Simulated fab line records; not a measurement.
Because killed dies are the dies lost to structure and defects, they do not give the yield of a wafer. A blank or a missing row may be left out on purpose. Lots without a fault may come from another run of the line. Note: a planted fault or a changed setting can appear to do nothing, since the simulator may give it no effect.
Which tool was responsible? || flow n5 finfet || 24 lots with 72 wafers sampled at 3 steps, on a route of 1938 steps

WHAT THE GAUGES SHOWED, per wafer
N5_SDB_INSPECT_36: inspects for defects (darkfield).
{"lot": "L074", "measured": "day 3 22:15", "on": "defect inspect-01", "raw defect count": "33 23 25"}
{"lot": "L075", "measured": "day 4 08:25", "on": "defect inspect-01", "raw defect count": "20 29 28"}
{"lot": "L076", "measured": "day 4 10:31", "on": "defect inspect-02", "raw defect count": "45 13 19"}
{"lot": "L077", "measured": "day 4 20:44", "on": "defect inspect-02", "raw defect count": "23 32 18"}
{"lot": "L078", "measured": "day 4 22:02", "on": "defect inspect-01", "raw defect count": "99 75 67"}
{"lot": "L079", "measured": "day 5 05:07", "on": "defect inspect-02", "raw defect count": "39 38 48"}
{"lot": "L080", "measured": "day 5 09:36", "on": "defect inspect-02", "raw defect count": "47 39 49"}
{"lot": "L081", "measured": "day 5 15:43", "on": "defect inspect-01", "raw defect count": "33 46 25"}
{"lot": "L082", "measured": "day 6 00:41", "on": "defect inspect-01", "raw defect count": "37 70 43"}
{"lot": "L083", "measured": "day 6 05:04", "on": "defect inspect-01", "raw defect count": "23 53 10"}
{"lot": "L084", "measured": "day 6 13:22", "on": "defect inspect-02", "raw defect count": "56 31 41"}
{"lot": "L085", "measured": "day 6 16:49", "on": "defect inspect-02", "raw defect count": "49 23 50"}
{"lot": "L086", "measured": "day 7 01:04", "on": "defect inspect-01", "raw defect count": "43 50 21"}
{"lot": "L087", "measured": "day 7 07:26", "on": "defect inspect-01", "raw defect count": "49 44 22"}
{"lot": "L088", "measured": "day 7 10:43", "on": "defect inspect-01", "raw defect count": "23 22 37"}
{"lot": "L089", "measured": "day 7 18:55", "on": "defect inspect-01", "raw defect count": "29 25 33"}
{"lot": "L090", "measured": "day 7 20:47", "on": "defect inspect-02", "raw defect count": "38 39 75"}
{"lot": "L091", "measured": "day 8 03:41", "on": "defect inspect-02", "raw defect count": "28 32 47"}
{"lot": "L092", "measured": "day 8 12:23", "on": "defect inspect-02", "raw defect count": "70 44 57"}
{"lot": "L093", "measured": "day 8 16:11", "on": "defect inspect-02", "raw defect count": "15 29 23"}
{"lot": "L094", "measured": "day 8 22:00", "on": "defect inspect-01", "raw defect count": "21 17 15"}
{"lot": "L095", "measured": "day 9 04:42", "on": "defect inspect-01", "raw defect count": "40 86 37"}
{"lot": "L096", "measured": "day 9 11:10", "on": "defect inspect-01", "raw defect count": "28 63 27"}
{"lot": "L097", "measured": "day 9 16:25", "on": "defect inspect-02", "raw defect count": "50 47 44"}

N5_DUMMY_REMOVAL_INSPECT_06: inspects for defects (brightfield).
{"lot": "L074", "measured": "day 3 22:33", "on": "defect inspect-02", "raw defect count": "14 10 10"}
{"lot": "L075", "measured": "day 4 08:38", "on": "defect inspect-02", "raw defect count": "7 19 12"}
{"lot": "L076", "measured": "day 4 10:45", "on": "defect inspect-02", "raw defect count": "19 11 10"}
{"lot": "L077", "measured": "day 4 21:04", "on": "defect inspect-01", "raw defect count": "8 7 9"}
{"lot": "L078", "measured": "day 4 22:16", "on": "defect inspect-01", "raw defect count": "14 19 19"}
{"lot": "L079", "measured": "day 5 05:43", "on": "defect inspect-02", "raw defect count": "12 19 8"}
{"lot": "L080", "measured": "day 5 09:50", "on": "defect inspect-01", "raw defect count": "11 14 18"}
{"lot": "L081", "measured": "day 5 15:58", "on": "defect inspect-01", "raw defect count": "7 12 9"}
{"lot": "L082", "measured": "day 6 00:55", "on": "defect inspect-02", "raw defect count": "22 19 15"}
{"lot": "L083", "measured": "day 6 05:19", "on": "defect inspect-02", "raw defect count": "10 9 9"}
{"lot": "L084", "measured": "day 6 13:48", "on": "defect inspect-01", "raw defect count": "16 8 17"}
{"lot": "L085", "measured": "day 6 17:02", "on": "defect inspect-02", "raw defect count": "14 11 9"}
{"lot": "L086", "measured": "day 7 01:20", "on": "defect inspect-01", "raw defect count": "12 11 6"}
{"lot": "L087", "measured": "day 7 07:40", "on": "defect inspect-02", "raw defect count": "7 23 8"}
{"lot": "L088", "measured": "day 7 10:57", "on": "defect inspect-01", "raw defect count": "19 13 17"}
{"lot": "L089", "measured": "day 7 19:16", "on": "defect inspect-02", "raw defect count": "14 17 6"}
{"lot": "L090", "measured": "day 7 21:01", "on": "defect inspect-01", "raw defect count": "11 12 14"}
{"lot": "L091", "measured": "day 8 03:55", "on": "defect inspect-01", "raw defect count": "18 21 34"}
{"lot": "L092", "measured": "day 8 12:39", "on": "defect inspect-02", "raw defect count": "15 16 19"}
{"lot": "L093", "measured": "day 8 16:26", "on": "defect inspect-02", "raw defect count": "9 25 17"}
{"lot": "L094", "measured": "day 8 22:16", "on": "defect inspect-01", "raw defect count": "18 12 10"}
{"lot": "L095", "measured": "day 9 04:56", "on": "defect inspect-01", "raw defect count": "13 13 10"}
{"lot": "L096", "measured": "day 9 11:23", "on": "defect inspect-02", "raw defect count": "6 29 12"}
{"lot": "L097", "measured": "day 9 16:41", "on": "defect inspect-02", "raw defect count": "4 22 16"}

WHICH TOOL RAN EACH LOT (tool, then ch and the chambers of the sampled wafers, then the start)
{"lot": "L074", "N5_SDB_CMP_30": "cmp-01 ch 1,3, day 3 21:56"}
{"lot": "L075", "N5_SDB_CMP_30": "cmp-03 ch 0,1,3, day 4 08:05"}
{"lot": "L076", "N5_SDB_CMP_30": "cmp-03 ch 1,2,3, day 4 10:16"}
{"lot": "L077", "N5_SDB_CMP_30": "cmp-04 ch 1,2,3, day 4 20:25"}
{"lot": "L078", "N5_SDB_CMP_30": "cmp-03 ch 0,2,3, day 4 21:48"}
{"lot": "L079", "N5_SDB_CMP_30": "cmp-04 ch 1,2, day 5 04:48"}
{"lot": "L080", "N5_SDB_CMP_30": "cmp-04 ch 1,3, day 5 09:17"}
{"lot": "L081", "N5_SDB_CMP_30": "cmp-01 ch 0,2,3, day 5 15:23"}
{"lot": "L082", "N5_SDB_CMP_30": "cmp-04 ch 0,2,3, day 6 00:27"}
{"lot": "L083", "N5_SDB_CMP_30": "cmp-01 ch 0,2,3, day 6 04:49"}
{"lot": "L084", "N5_SDB_CMP_30": "cmp-03 ch 0,2,3, day 6 13:02"}
{"lot": "L085", "N5_SDB_CMP_30": "cmp-03 ch 0,2,3, day 6 16:29"}
{"lot": "L086", "N5_SDB_CMP_30": "cmp-01 ch 0,1,3, day 7 00:45"}
{"lot": "L087", "N5_SDB_CMP_30": "cmp-01 ch 0,1,2, day 7 07:09"}
{"lot": "L088", "N5_SDB_CMP_30": "cmp-01 ch 0,2, day 7 10:26"}
{"lot": "L089", "N5_SDB_CMP_30": "cmp-01 ch 0,1,3, day 7 18:40"}
{"lot": "L090", "N5_SDB_CMP_30": "cmp-01 ch 1,2,3, day 7 20:28"}
{"lot": "L091", "N5_SDB_CMP_30": "cmp-01 ch 2,3, day 8 03:22"}
{"lot": "L092", "N5_SDB_CMP_30": "cmp-01 ch 1,2, day 8 12:07"}
{"lot": "L093", "N5_SDB_CMP_30": "cmp-03 ch 0,1,2, day 8 15:56"}
{"lot": "L094", "N5_SDB_CMP_30": "cmp-04 ch 0,1,2, day 8 21:41"}
{"lot": "L095", "N5_SDB_CMP_30": "cmp-04 ch 0,1,2, day 9 04:25"}
{"lot": "L096", "N5_SDB_CMP_30": "cmp-03 ch 0,2,3, day 9 10:57"}
{"lot": "L097", "N5_SDB_CMP_30": "cmp-04 ch 1,2, day 9 16:08"}
- N5_SDB_CMP_30: polishes, stops on poly-Si, t overpolish 1.54 s, target thk 30 nm.

WHAT THE TOOLS THEMSELVES READ (means of the sampled wafers that have a number; where no wafer has one, the mark that the record gives instead)
N5_SDB_CMP_30.
{"lot": "L074", "tool": "cmp-01", "motor current A (A)": 13.5, "overpolish run s (s)": 1.544, "time to endpoint s (s)": 19}
{"lot": "L075", "tool": "cmp-03", "motor current A (A)": 12.2, "overpolish run s (s)": 1.542, "time to endpoint s (s)": 14}
{"lot": "L076", "tool": "cmp-03", "motor current A (A)": 12.4, "overpolish run s (s)": 1.537, "time to endpoint s (s)": 12}
{"lot": "L077", "tool": "cmp-04", "motor current A (A)": 11.7, "overpolish run s (s)": 1.539, "time to endpoint s (s)": 19}
{"lot": "L078", "tool": "cmp-03", "motor current A (A)": 12.5, "overpolish run s (s)": 1.537, "time to endpoint s (s)": 16}
{"lot": "L079", "tool": "cmp-04", "motor current A (A)": 12.6, "overpolish run s (s)": 1.542, "time to endpoint s (s)": 18}
{"lot": "L080", "tool": "cmp-04", "motor current A (A)": 11.0, "overpolish run s (s)": 1.539, "time to endpoint s (s)": 16}
{"lot": "L081", "tool": "cmp-01", "motor current A (A)": 13.2, "overpolish run s (s)": 1.545, "time to endpoint s (s)": 22}
{"lot": "L082", "tool": "cmp-04", "motor current A (A)": 13.0, "overpolish run s (s)": 1.539, "time to endpoint s (s)": 16}
{"lot": "L083", "tool": "cmp-01", "motor current A (A)": 13.2, "overpolish run s (s)": 1.539, "time to endpoint s (s)": 21}
{"lot": "L084", "tool": "cmp-03", "motor current A (A)": 12.9, "overpolish run s (s)": 1.530, "time to endpoint s (s)": 14}
{"lot": "L085", "tool": "cmp-03", "motor current A (A)": 12.8, "overpolish run s (s)": 1.529, "time to endpoint s (s)": 13}
{"lot": "L086", "tool": "cmp-01", "motor current A (A)": 13.2, "overpolish run s (s)": 1.542, "time to endpoint s (s)": 21}
{"lot": "L087", "tool": "cmp-01", "motor current A (A)": 13.8, "overpolish run s (s)": 1.541, "time to endpoint s (s)": 19}
{"lot": "L088", "tool": "cmp-01", "motor current A (A)": 13.0, "overpolish run s (s)": 1.536, "time to endpoint s (s)": 20}
{"lot": "L089", "tool": "cmp-01", "motor current A (A)": 13.0, "overpolish run s (s)": 1.537, "time to endpoint s (s)": 20}
{"lot": "L090", "tool": "cmp-01", "motor current A (A)": 14.0, "overpolish run s (s)": 1.541, "time to endpoint s (s)": 22}
{"lot": "L091", "tool": "cmp-01", "motor current A (A)": 13.4, "overpolish run s (s)": 1.539, "time to endpoint s (s)": 24}
{"lot": "L092", "tool": "cmp-01", "motor current A (A)": 13.9, "overpolish run s (s)": 1.533, "time to endpoint s (s)": 18}
{"lot": "L093", "tool": "cmp-03", "motor current A (A)": 11.7, "overpolish run s (s)": 1.544, "time to endpoint s (s)": 13}
{"lot": "L094", "tool": "cmp-04", "motor current A (A)": 12.4, "overpolish run s (s)": 1.540, "time to endpoint s (s)": 17}
{"lot": "L095", "tool": "cmp-04", "motor current A (A)": 12.6, "overpolish run s (s)": 1.530, "time to endpoint s (s)": 17}
{"lot": "L096", "tool": "cmp-03", "motor current A (A)": 12.6, "overpolish run s (s)": 1.541, "time to endpoint s (s)": 14}
{"lot": "L097", "tool": "cmp-04", "motor current A (A)": 12.3, "overpolish run s (s)": 1.548, "time to endpoint s (s)": 19}

THE ANSWER, worked out from the rows above alone
Rule: the usual values come from the lots themselves. Put in order of their means at a reading, lots are off if they are a third of the lots or fewer, leave a main group of 4 or more, and stand apart from it by a gap of 3 or more times the standard deviation of the main group's means; of several such gaps the widest counts. A main group is skipped when, at the precision printed for the reading in the tables above, its means are all equal. A lot without any number at a reading at which 4 lots or more have one is off too. Where the step has rows for the other lots, those lots are counted as sound. Order of review: gauges by route order, followed by the tools' own readings, for which a lot's mean as printed above is used. At the first step where some lot is off, the reading lying furthest off is the one used; lots without a number count as furthest.
None of the lots is off at any reading shown; this tells nothing.

WHAT THE SIMULATOR PUT IN
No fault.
